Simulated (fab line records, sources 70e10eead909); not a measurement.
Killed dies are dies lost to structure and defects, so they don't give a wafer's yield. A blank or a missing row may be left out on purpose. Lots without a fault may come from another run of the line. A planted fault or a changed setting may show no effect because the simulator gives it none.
Which tool did it? | flow nand_harc | 12 lots, 36 wafers sampled, at 6 steps of a route of 1302

WHAT THE GAUGES READ, wafer by wafer
NHARC_A_CHANNEL_HOLE_D1_INSPECT_40. Usual: raw_defect_count 75, standard deviation 25.
lot  | measured     | on                | raw_defect_count | flag
L902 | day 9 03:40  | defect_inspect-02 | 28 46 46         |
L901 | day 9 05:17  | defect_inspect-01 | 126 107 110      |
L903 | day 9 15:35  | defect_inspect-01 | 37 52 39         |
L904 | day 10 05:04 | defect_inspect-01 | 39 38 27         |
L905 | day 10 13:49 | defect_inspect-02 | 61 72 61         |
L910 | day 12 19:53 | defect_inspect-01 | 88 57 44         |
L911 | day 13 05:14 | defect_inspect-02 | 60 90 53         |
L915 | day 14 18:25 | defect_inspect-02 | 99 92 117        |
L914 | day 14 18:58 | defect_inspect-02 | 41 35 41         |
L917 | day 15 11:25 | defect_inspect-02 | 93 119 94        |
L920 | day 16 12:01 | defect_inspect-02 | 858 797 944      | OFF
L921 | day 17 03:58 | defect_inspect-02 | 862 915 857      | OFF

NHARC_END_SORT_01. Usual: killed_at_array 55, standard deviation 20; killed_at_other 0.7, standard deviation 0.96; killed_at_periphery 4.1, standard deviation 2.4; killed_dies 60, standard deviation 20; killed_open 3.3, standard deviation 1.9; killed_short 2.8, standard deviation 1.6.
lot  | measured     | on        | killed_at_array | killed_at_other | killed_at_periphery | killed_dies | killed_open | killed_short | flag
L911 | day 28 08:12 | prober-02 | 39 49 45        | 0 0 0           | 6 5 11              | 45 54 56    | 4 5 3       | 3 1 2        |
L915 | day 30 19:53 | prober-02 | 68 59 61        | 0 0 2           | 5 4 4               | 73 63 67    | 6 7 6       | 4 4 1        |
L914 | day 30 01:54 | prober-01 | 43 50 49        | 4 1 0           | 4 5 4               | 51 56 53    | 4 1 5       | 1 2 3        |
L917 | day 30 18:16 | prober-01 | 89 86 82        | 2 2 0           | 1 1 2               | 92 89 84    | 1 6 4       | 0 3 3        |
L920 | day 32 01:04 | prober-02 | 99 76 84        | 0 0 1           | 2 2 7               | 101 78 92   | 1 2 6       | 1 2 4        |
L921 | day 32 17:46 | prober-01 | 107 76 87       | 2 2 1           | 2 3 1               | 111 81 89   | 5 1 2       | 3 2 1        |

WHICH TOOL RAN EACH LOT (tool, then ch and the chambers of the sampled wafers, then the start)
lot  | NHARC_A_CHANNEL_HOLE_D1_ETCH_20  | NHARC_A_CHANNEL_HOLE_D1_ETCH_33  | NHARC_A_CHANNEL_FILL_D1_ALD_03                 | NHARC_A_CHANNEL_FILL_D1_ALD_16
L902 | har_etch-01 ch 0,1, day 8 21:58  | har_etch-01 ch 0,1, day 9 01:48  | ald_sin_batch-02 ch 0, day 9 17:05 or earlier  | ald_hk-01 ch 0,1,2, day 9 17:05
L901 | har_etch-02 ch 0,1, day 8 23:43  | har_etch-02 ch 0,1, day 9 03:33  | ald_sin_batch-02 ch 0, day 9 17:07 or earlier  | ald_hk-03 ch 0,1,2, day 9 17:07
L903 | har_etch-01 ch 0,1, day 9 09:49  | har_etch-01 ch 0,1, day 9 13:39  | ald_sin_batch-03 ch 0, day 10 04:04 or earlier | ald_hk-01 ch 0,1,3, day 10 04:04
L904 | har_etch-01 ch 0,1, day 9 23:32  | har_etch-01 ch 0,1, day 10 03:21 | ald_sin_batch-02 ch 0, day 10 17:26 or earlier | ald_hk-04 ch 1,2,3, day 10 17:26
L905 | har_etch-01 ch 0,1, day 10 08:15 | har_etch-01 ch 0,1, day 10 12:07 | ald_sin_batch-03 ch 0, day 11 02:37 or earlier | ald_hk-01 ch 1,2,3, day 11 02:37
L910 | har_etch-01 ch 0,1, day 12 14:05 | har_etch-01 ch 0,1, day 12 17:58 | ald_sin_batch-01 ch 0, day 13 07:59 or earlier | ald_hk-04 ch 0,1,3, day 13 07:59
L911 | har_etch-01 ch 0,1, day 12 23:47 | har_etch-01 ch 0,1, day 13 03:35 | ald_sin_batch-03 ch 0, day 13 17:41 or earlier | ald_hk-04 ch 0,3, day 13 17:41
L915 | har_etch-02 ch 0,1, day 14 12:51 | har_etch-02 ch 0,1, day 14 16:43 | ald_sin_batch-02 ch 0, day 15 06:56 or earlier | ald_hk-03 ch 0,1,3, day 15 06:56
L914 | har_etch-01 ch 0,1, day 14 13:07 | har_etch-01 ch 0,1, day 14 16:57 | ald_sin_batch-02 ch 0, day 15 07:04 or earlier | ald_hk-03 ch 0,2,3, day 15 07:04
L917 | har_etch-02 ch 0,1, day 15 05:54 | har_etch-02 ch 0,1, day 15 09:43 | ald_sin_batch-03 ch 0, day 16 00:06 or earlier | ald_hk-03 ch 1,2,3, day 16 00:06
L920 | har_etch-01 ch 0,1, day 16 06:24 | har_etch-01 ch 0,1, day 16 10:16 | ald_sin_batch-03 ch 0, day 16 23:58 or earlier | ald_hk-03 ch 0,2,3, day 16 23:58
L921 | har_etch-01 ch 0,1, day 16 22:22 | har_etch-01 ch 0,1, day 17 02:14 | ald_sin_batch-02 ch 0, day 17 16:53 or earlier | ald_hk-01 ch 0,1,3, day 17 16:53
- NHARC_A_CHANNEL_HOLE_D1_ETCH_20: etches the open film in C4F8/O2/Ar, time 361.9 s, target depth 1600 nm.
- NHARC_A_CHANNEL_HOLE_D1_ETCH_33: etches the open film in C4F8/O2/Ar, time 90 s, target depth 400 nm.
- NHARC_A_CHANNEL_FILL_D1_ALD_03: deposits SiNx, target thk 6 nm, pulse time 60 s, ald cycles 58.
- NHARC_A_CHANNEL_FILL_D1_ALD_16: deposits SiO2, target thk 1.5 nm, pulse time 10 s, ald cycles 15.

WHAT THE TOOLS THEMSELVES READ (means of the sampled wafers that have a number; where no wafer has one, the mark that the record gives instead)
NHARC_A_CHANNEL_HOLE_D1_ETCH_20. Usual: drypump_motor_current_A 5.4 A, standard deviation 0.61; showerhead_plenum_p_Torr 3.68 Torr, standard deviation 0.065; throttle_valve_pct 32.155 %, standard deviation 0.0097.
lot  | tool        | drypump_motor_current_A (A) | showerhead_plenum_p_Torr (Torr) | throttle_valve_pct (%) | flag
L902 | har_etch-01 | 4.9                         | 3.73                            | 32.163                 |
L901 | har_etch-02 | 6.0                         | 3.67                            | 32.163                 |
L903 | har_etch-01 | 4.9                         | 3.73                            | 32.158                 |
L904 | har_etch-01 | 5.0                         | 3.72                            | 32.147                 |
L905 | har_etch-01 | 5.0                         | 3.72                            | 32.156                 |
L910 | har_etch-01 | 5.2                         | 3.70                            | 32.147                 |
L911 | har_etch-01 | 5.2                         | 3.70                            | 32.154                 |
L915 | har_etch-02 | 6.0                         | 3.63                            | 32.162                 |
L914 | har_etch-01 | 5.2                         | 3.68                            | 32.158                 |
L917 | har_etch-02 | 5.6                         | 3.68                            | 32.163                 |
L920 | har_etch-01 | 5.2                         | 3.67                            | 32.155                 |
L921 | har_etch-01 | 5.2                         | 3.67                            | 32.159                 |

NHARC_A_CHANNEL_HOLE_D1_ETCH_33. Usual: drypump_motor_current_A 5.4 A, standard deviation 0.61; showerhead_plenum_p_Torr 3.72 Torr, standard deviation 0.068; throttle_valve_pct 27.620 %, standard deviation 0.0092.
lot  | tool        | drypump_motor_current_A (A) | showerhead_plenum_p_Torr (Torr) | throttle_valve_pct (%) | flag
L902 | har_etch-01 | 5.0                         | 3.77                            | 27.626                 |
L901 | har_etch-02 | 6.0                         | 3.71                            | 27.617                 |
L903 | har_etch-01 | 4.9                         | 3.76                            | 27.619                 |
L904 | har_etch-01 | 5.0                         | 3.76                            | 27.613                 |
L905 | har_etch-01 | 4.9                         | 3.76                            | 27.617                 |
L910 | har_etch-01 | 5.2                         | 3.74                            | 27.626                 |
L911 | har_etch-01 | 5.2                         | 3.73                            | 27.620                 |
L915 | har_etch-02 | 6.0                         | 3.67                            | 27.624                 |
L914 | har_etch-01 | 5.2                         | 3.72                            | 27.629                 |
L917 | har_etch-02 | 5.6                         | 3.72                            | 27.625                 |
L920 | har_etch-01 | 5.2                         | 3.71                            | 27.613                 |
L921 | har_etch-01 | 5.3                         | 3.70                            | 27.625                 |

NHARC_A_CHANNEL_FILL_D1_ALD_03. Usual: precursor_pulse_height_rel 0.998, standard deviation 0.021.
lot  | tool             | precursor_pulse_height_rel | flag
L902 | ald_sin_batch-02 | 0.987                      |
L901 | ald_sin_batch-02 | 1.001                      |
L903 | ald_sin_batch-03 | 0.994                      |
L904 | ald_sin_batch-02 | 0.988                      |
L905 | ald_sin_batch-03 | 0.993                      |
L910 | ald_sin_batch-01 | 1.001                      |
L911 | ald_sin_batch-03 | 0.987                      |
L915 | ald_sin_batch-02 | 0.981                      |
L914 | ald_sin_batch-02 | 0.996                      |
L917 | ald_sin_batch-03 | 0.996                      |
L920 | ald_sin_batch-03 | 0.980                      |
L921 | ald_sin_batch-02 | 0.999                      |

NHARC_A_CHANNEL_FILL_D1_ALD_16. Usual: heater_power_w 450 W, standard deviation 38; precursor_pulse_height_rel 1.001, standard deviation 0.021.
lot  | tool      | heater_power_w (W) | precursor_pulse_height_rel | flag
L902 | ald_hk-01 | 444                | 0.997                      |
L901 | ald_hk-03 | 488                | 1.001                      |
L903 | ald_hk-01 | 440                | 1.024                      |
L904 | ald_hk-04 | 438                | 0.992                      |
L905 | ald_hk-01 | 410                | 0.990                      |
L910 | ald_hk-04 | 445                | 1.001                      |
L911 | ald_hk-04 | 455                | 1.003                      |
L915 | ald_hk-03 | 457                | 0.990                      |
L914 | ald_hk-03 | 450                | 1.014                      |
L917 | ald_hk-03 | 461                | 0.976                      |
L920 | ald_hk-03 | 442                | 0.998                      |
L921 | ald_hk-01 | 455                | 1.009                      |

THE ANSWER, worked out from the rows above alone
Rule: a lot is off if the mean of its wafers that have a number lies more than 3 standard deviations from the usual mean. A lot without any number at a reading at which 4 lots or more have one is off too. The other lots that the step has rows for count as sound. The gauges are gone through in route order, then the tools' own readings, and for those a lot's mean is taken as printed above. The first step at which some lot is off is used, and at that step the reading that is off furthest; a lot without a number counts as furthest.
Off: L920, L921, at NHARC_A_CHANNEL_HOLE_D1_INSPECT_40 (raw_defect_count).
A tool fits if, at a process step before that reading, it ran every lot that is off, and no sound lot after the first of them. The gauges at NHARC_A_CHANNEL_HOLE_D1_INSPECT_40 are tried like those tools. Can't be told from this: 2 tools fit, har_etch-01 at NHARC_A_CHANNEL_HOLE_D1_ETCH_20 and NHARC_A_CHANNEL_HOLE_D1_ETCH_33, defect_inspect-02 at NHARC_A_CHANNEL_HOLE_D1_INSPECT_40.

WHAT THE SIMULATOR HAD PUT IN
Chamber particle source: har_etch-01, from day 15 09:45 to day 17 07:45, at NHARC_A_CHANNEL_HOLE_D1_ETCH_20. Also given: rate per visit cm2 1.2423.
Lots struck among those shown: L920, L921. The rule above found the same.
